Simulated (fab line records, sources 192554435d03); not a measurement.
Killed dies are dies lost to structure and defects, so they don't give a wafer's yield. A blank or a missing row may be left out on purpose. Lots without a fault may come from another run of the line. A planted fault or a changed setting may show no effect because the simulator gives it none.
fab line records | flow n5_finfet
record lots=5 wafers=13 last_day=18
route steps=1938 shown BEOL_M0@742 BEOL_M1@751 BEOL_M4@1111
lots that met no fault: from a run of the same line without faults
start_h: hours from the record's first day to the start of the lot's first wafer shown | wait_h: hours since the lot's step before | " the same as in the row above | L1.1+2: a row that stands for several wafers | - no value, or no start given | * or withheld: withheld | < > ~ a bound
route shown NAME@n: a module of which the file shows steps, and the number in the route of the first | usual: mean/standard deviation of fault-free wafers | same: alike in all rows | chamber/n: place in a boat | sites: the reading at each site | _std_site: their standard deviation | _edge_site: outer sites' mean less inner sites' | radius_mm: how far each site lies from the wafer's centre | mask NAME#n: copy n | behind: the tool/chamber that last shaped the wafer | hold: why the lot was held/for how many hours/how that ended | device: the transistor (n, p or np) that didn't switch | end of line: the same wafers' tests at the end of the route | a step without rows: its recipe alone | killed: dies lost to structure and defects at the first sort, not the wafer's yield | map: a wafer's dies, x killed, . not, _ none there
set.NAME: the setting as run; set.NAME@STEP: as run at that earlier step | model.NAME: the simulator's own value behind a step, which no gauge read
lots at some steps of the route; a table a step, a row a wafer
services: from which hour (start_h, from the record's first day; less than 0 if before it) a tool's chamber was out of use, for how many hours, and why
## steps
# step N5_BEOL_M0_ANNEAL_119
# recipe temp_c=225 time_s=90 ambient=N2
# step N5_BEOL_M0_CMP_120
# recipe stop_on=SiOC t_overpolish_s=6.9 down_force_psi=1 platen_rpm=50 clearing_platen_down_force_psi=1.5 clearing_platen_rpm=50 post_cmp_clean=cu_alkaline clearing_platen_pad_velocity_m_s=0.99484 pad_velocity_m_s=0.99484
# step N5_BEOL_M0_PRE_CLEAN_131
# recipe gas=NH3/H2 time_s=15 temp_c=* rf_power_w=300
# step N5_BEOL_M0_CO_CAP_123
# recipe material=Co target_thk_a=20 temp_c=200 precursor=CCTBA/H2 pressure_torr=30 time_s=102.1
# step N5_BEOL_M0_PRE_CLEAN_124
# recipe gas=NH3 time_s=15 temp_c=withheld rf_power_w=300
# step N5_BEOL_M0_DEP_125
# recipe material=SiCN target_thk_a=80 temp_c=withheld precursor=3MS/NH3 pressure_torr=3 rf_w=202 time_s=14
# step N5_BEOL_M1_ILD_DEP_00
# recipe material=SiOC target_thk_a=790 temp_c=350 precursor=DEMS/O2 pressure_torr=5 rf_w=500 time_s=15.3
# step N5_BEOL_M1_PECVD_72
# recipe material=SiO2 target_thk_a=160 temp_c=400 precursor=TEOS/O2 pressure_torr=5.5 rf_w=450 teos_flow_sccm=53.8 gas=O2 flow_sccm=3000 time_s=18
# step N5_BEOL_M1_HM_DEP_02
# recipe material=TiN target_thk_a=200 temp_c=25 chamber_pressure_pa=0.49996
# usual throttle_valve_pct=30.0/1.3
# columns lot.wafer tool chamber start_h wait_h throttle_valve_pct model.TiN_of_BEOL_M1_HM_DEP_02.thk_nm
L691.3 pvd_sputter-03 - 154.15 0.5 27.8 19.8
L691.4 " - " " 28.8 20
L691.5 " - " " 31.7 19.6
L703.4 pvd_sputter-03 - 224.71 1.5 30.9 20
L703.5 " - " " 27.8 15.2
L706.2 pvd_sputter-03 - 237.12 0.9 31.8 15
L706.5 " - " " 31.9 15
L708.1 pvd_sputter-02 - 250.11 0.4 32.5 20.4
L708.3 " - " " 29.3 20.6
L708.6 " - " " 31.0 20
L707.2 pvd_sputter-03 - 253.92 1.6 31.4 15
L707.4 " - " " 28.8 20
L707.5 " - " " 31.8 15
# step N5_BEOL_M1_COAT_61
# recipe resist=SOC temp_c=250 time_s=60 spin_rpm=1500 resist_thk_nm=60
# step N5_BEOL_M1_COAT_62
# recipe resist=SiARC temp_c=220 time_s=60 spin_rpm=1500 resist_thk_nm=12
# step N5_BEOL_M1_COAT_73
# recipe resist=underlayer temp_c=205 time_s=60 spin_rpm=1500 resist_thk_nm=5
# step N5_BEOL_M1_COAT_05
# recipe resist=CAR-EUV spin_rpm=1500 resist_thk_nm=30
# step N5_BEOL_M1_EBR_07
# recipe solvent=PGMEA ebr_width_mm=1.5
# step N5_BEOL_M1_SOFTBAKE_06
# recipe temp_c=110 time_s=60 resist=CAR-EUV
# step N5_BEOL_M1_EXPOSE_08
# recipe mask_id=M1 na=0.33 source_shape=dipole sigma_inner=0.369 sigma_outer=0.767 polarization=unpolarized dose_mj=33
# step N5_BEOL_M1_PEB_09
# recipe peb_temp_c=100 peb_time_s=60 resist=CAR-EUV
# step N5_BEOL_M1_DEVELOP_10
# recipe develop_time_s=30 developer=TMAH resist=CAR-EUV rinse_liquid=surfactant_rinse dry=air_spin dev_temp_c=23
# step N5_BEOL_M1_DESCUM_16
# recipe chemistry=O2 time_s=7 source_power_w=50 bias_power_w=20 pressure_mtorr=20 rf_frequency_hz=2.712e+07 temp_c=40 resist=CAR-EUV o2_flow_sccm=225
# step N5_BEOL_M1_ETCH_74
# recipe chemistry=N2/H2 target=underlayer target_depth_a=65 mask_material=CAR-EUV time_s=5.2 ion_energy_ev=200 pressure_mtorr=30 source_w=840 bias_w=150 n2_flow_sccm=200 h2_flow_sccm=200 ends=cleared
# step N5_BEOL_M1_ETCH_63
# recipe chemistry=CF4 target=SiARC target_depth_a=156 mask_material=CAR-EUV time_s=26 ion_energy_ev=80 pressure_mtorr=40 source_w=545 bias_w=36 Ar_flow_sccm=100 cf4_flow_sccm=100 ends=cleared
# step N5_BEOL_M1_ETCH_64
# recipe chemistry=N2/H2 target=SOC target_depth_a=750 overetch_a=150 mask_material=SiARC temp_c=40 time_s=112.5 ion_energy_ev=200 pressure_mtorr=30 source_w=840 bias_w=150 n2_flow_sccm=200 h2_flow_sccm=200
# step N5_BEOL_M1_STRIP_65
# recipe chemistry=N2/H2 temp_c=40 n2_flow_sccm=200 h2_flow_sccm=200 rf_frequency_hz=6e+07
# step N5_BEOL_M1_STRIP_75
# recipe chemistry=N2/H2 temp_c=40 n2_flow_sccm=200 h2_flow_sccm=200 rf_frequency_hz=6e+07
# step N5_BEOL_M1_STRIP_66
# recipe chemistry=CF4 resist=SiARC power_w=300 bias_power_w=75 pressure_mtorr=50 cf4_flow_sccm=150 rf_frequency_hz=6e+07
# step N5_BEOL_M1_HM_OPEN_17
# recipe chemistry=Cl2/BCl3 target_depth_a=200 overetch_a=60 target=TiN mask_material=SOC ion_energy_ev=150 pressure_mtorr=10 icp_w=1000 bias_w=126 Cl2_flow_sccm=53.25 bcl3_flow_sccm=21.75 Ar_flow_sccm=25
# usual bcl3_flow_sccm=21.76/0.062 bias_w=126.0/0.39 drypump_motor_current_A=5.3/0.34 oes_product_au=0.68/0.098 throttle_valve_pct=22.2/0.32
# columns lot.wafer tool chamber start_h wait_h bcl3_flow_sccm bias_w drypump_motor_current_A oes_product_au rf_hours_counter_h throttle_valve_pct model.etch.depth_nm
L691.3 rie_metal-01 0 154.94 0.1 21.80 126.4 5.9 0.57 - 22.2 19.87
L691.4 " 1 " " 21.79 126.3 5.2 0.73 - 21.9 19.9
L691.5 " 0 " " 21.81 125.4 5.9 0.56 - 22.2 19.7
L703.4 rie_metal-03 0 225.51 0.1 21.69 125.7 5.4 0.61 - 22.5 19.92
L703.5 " 0 " " 21.67 125.6 5.4 0.53 - 22.6 15.27
L706.2 rie_metal-02 0 238.63 0.0 21.77 125.8 5.6 0.61 23 21.7 15.08
L706.5 " 1 " " 21.85 126.5 5.0 0.67 - 22.6 14.93
L708.1 rie_metal-03 1 251.08 0.0 21.75 126.1 4.9 0.79 9 22.5 20.36
L708.3 " 0 " " 21.83 127.1 5.4 0.62 - 22.4 20.53
L708.6 " 1 " " 21.70 126.5 4.9 0.78 - 22.5 20.1
L707.2 rie_metal-01 1 255.13 0.0 21.77 126.0 5.1 0.60 25 22.1 15.08
L707.4 " 1 " " 21.77 126.3 5.2 0.70 - 21.9 19.99
L707.5 " 0 " " 21.72 126.3 5.8 0.47 - 22.4 14.95
# step N5_BEOL_M1_STRIP_19
# recipe chemistry=O2 power_w=400 temp_c=40 pressure_mtorr=30 rf_frequency_hz=6e+07 bias_power_w=0 overash_fraction=0.2 o2_flow_sccm=225
# step N5_BEOL_M1_COAT_67
# recipe resist=SOC temp_c=250 time_s=60 spin_rpm=1500 resist_thk_nm=60
# step N5_BEOL_M1_COAT_68
# recipe resist=SiARC temp_c=220 time_s=60 spin_rpm=1500 resist_thk_nm=12
# step N5_BEOL_M1_COAT_76
# recipe resist=underlayer temp_c=205 time_s=60 spin_rpm=1500 resist_thk_nm=5
# step N5_BEOL_M1_COAT_22
# recipe resist=CAR-EUV spin_rpm=1500 resist_thk_nm=30
# step N5_BEOL_M1_EBR_24
# recipe solvent=PGMEA ebr_width_mm=1.5
# step N5_BEOL_M1_SOFTBAKE_23
# recipe temp_c=110 time_s=60 resist=CAR-EUV
# step N5_BEOL_M1_EXPOSE_25
# recipe mask_id=V0 na=0.33 source_shape=quasar sigma_inner=0.2 sigma_outer=0.8 polarization=unpolarized defocus_nm=5 target_cd_nm=24 dose_mj=63
# step N5_BEOL_M1_TRENCH_ETCH_37
# recipe chemistry=C4F6/O2 target_depth_a=552.07 target=SiOC time_s=29 ion_energy_ev=250 pressure_mtorr=30 source_w=355 bias_w=185 Ar_flow_sccm=300 C4F6_flow_sccm=10 O2_flow_sccm=10
# usual bias_w=185.0/0.52 drypump_motor_current_A=5.7/0.43 oes_product_au=0.78/0.075 rf_vpp_V=663/15 showerhead_plenum_p_Torr=2.89/0.086 throttle_valve_pct=20.9/0.33
# same time_s=29
# columns lot.wafer tool chamber start_h wait_h bias_w drypump_motor_current_A oes_product_au rf_hours_counter_h rf_vpp_V showerhead_plenum_p_Torr throttle_valve_pct model.TiN_of_BEOL_M1_HM_DEP_02.thk_nm
L691.3 rie_diel-03 0 - - 184.0 5.9 0.76 156 661 2.86 20.9 17.6
L691.4 " 2 " " 185.2 5.0 0.80 98 655 2.86 21.0 17.6
L691.5 " 3 " " 185.1 5.7 0.89 - 646 3.03 20.6 17.4
L703.4 rie_diel-03 3 - - 185.3 5.6 0.86 50 645 3.02 20.7 17.6
L703.5 " 2 " " 184.8 5.0 0.78 - 656 2.86 21.0 13
L706.2 rie_diel-03 1 - - 184.7 6.0 0.73 188 637 2.71 21.0 12.8
L706.5 " 2 " " 183.7 5.0 0.77 - 655 2.85 21.0 12.6
L708.1 rie_diel-03 2 - - 184.8 5.0 0.78 124 654 2.85 21.0 18
L708.3 " 0 " " 185.0 5.9 0.74 183 662 2.84 20.9 18.2
L708.6 " 0 " " 184.2 5.9 0.75 - 662 2.84 20.9 17.8
L707.2 rie_diel-03 2 - - 186.0 5.0 0.78 128 656 2.85 21.0 12.8
L707.4 " 1 " " 185.6 6.0 0.72 195 636 2.71 21.0 17.8
L707.5 " 0 " " 184.1 5.9 0.74 - 660 2.84 20.9 12.6
# step N5_BEOL_M4_RC_MEAS_101
# usual DIBL_N=35.9/1.4 DIBL_P=35.9/1.7 IOFF_N=0.160/0.026 IOFF_P=0.21/0.036 ION_N=672/11 ION_P=461/8.1 SS_N=71.4/0.54 SS_P=73.2/0.67 VT_N=249.3/2.7 VT_P=-250/3.9
# columns lot.wafer tool chamber start_h wait_h DIBL_N[mV/V] DIBL_P[mV/V] IOFF_N[nA/um] IOFF_P[nA/um] ION_N[uA/um] ION_P[uA/um] SS_N[mV/dec] SS_P[mV/dec] VT_N[mV] VT_P[mV]
L691.3 prober-02 0 204.73 0.3 33.6 33.4 0.128 0.16 660 457 71.2 71.9 251.0 -257
L691.4 " 0 " " 37.0 38.6 0.193 0.24 695 470 71.4 74.5 245.2 -250
L691.5 " 0 " " 32.3 32.6 0.111 0.14 654 447 70.7 72.3 252.4 -256
L703.4 prober-01 0 266.30 0.5 35.8 34.6 0.165 0.19 675 454 72.0 73.0 249.6 -252
L703.5 " 0 " " 36.2 34.7 0.167 0.20 662 455 71.4 73.5 249.7 -250
L706.2 prober-01 0 288.54 0.2 36.4 36.7 0.167 0.25 660 463 72.0 73.4 248.3 -246
L706.5 " 0 " " 35.1 35.9 0.154 0.23 675 472 71.9 73.7 248.9 -247
L708.1 prober-02 0 291.59 0.0 37.4 37.5 0.186 0.24 686 467 71.7 73.2 244.6 -249
L708.3 " 0 " " 36.3 35.5 0.146 0.21 669 461 71.2 72.5 250.1 -248
L708.6 " 0 " " 37.3 36.0 0.164 0.21 661 456 71.2 73.2 250.7 -252
L707.2 prober-02 0 309.51 0.2 36.5 34.8 0.142 0.16 669 456 71.0 73.1 250.3 -257
L707.4 " 0 " " 36.6 35.4 0.139 0.16 658 447 71.4 73.3 253.1 -257
L707.5 " 0 " " 35.4 33.4 0.124 0.14 665 448 70.8 72.6 252.1 -257
## services
# columns tool chamber start_h hours kind
pvd_sputter-03 - 134.43 3.8 repair
pvd_sputter-02 - 138.49 1.9 repair
rie_metal-02 - 138.51 4.3 pm
rie_metal-03 1 140.81 - clean
rie_metal-03 1 140.81 21.7 scheduled_down
rie_metal-03 1 140.81 21.7 vent_cycle
pvd_sputter-03 - 149.97 2.2 repair
rie_diel-03 - 163.99 0.5 repair
rie_diel-03 2 175.88 5.3 repair
rie_metal-03 0 234.74 7.5 repair
rie_diel-03 0 236.50 2.5 repair
## key
first_sign none at tools or gauges
model_effect step=N5_BEOL_M1_HM_DEP_02 value=TiN_of_BEOL_M1_HM_DEP_02.thk_nm without=20.04 struck=15.04
model_effect step=N5_BEOL_M1_HM_OPEN_17 value=etch.depth_nm without=20.04 struck=15.06
model_effect step=N5_BEOL_M1_TRENCH_ETCH_37 value=TiN_of_BEOL_M1_HM_DEP_02.thk_nm without=17.76 struck=12.76
met_at N5_BEOL_M1_HM_DEP_02
struck_wafers L703.5,L706.2,L706.5,L707.2,L707.5
onset_between 154.15 224.71
fault kind=process_parameter_drift tool=pvd_sputter-03 chamber=- onset_h=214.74 steps=N5_BEOL_M1_HM_DEP_02 channel=target_thk_a offset=* shape=step end_h=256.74 scope=struck_wafers_only acts_in=* stated=*
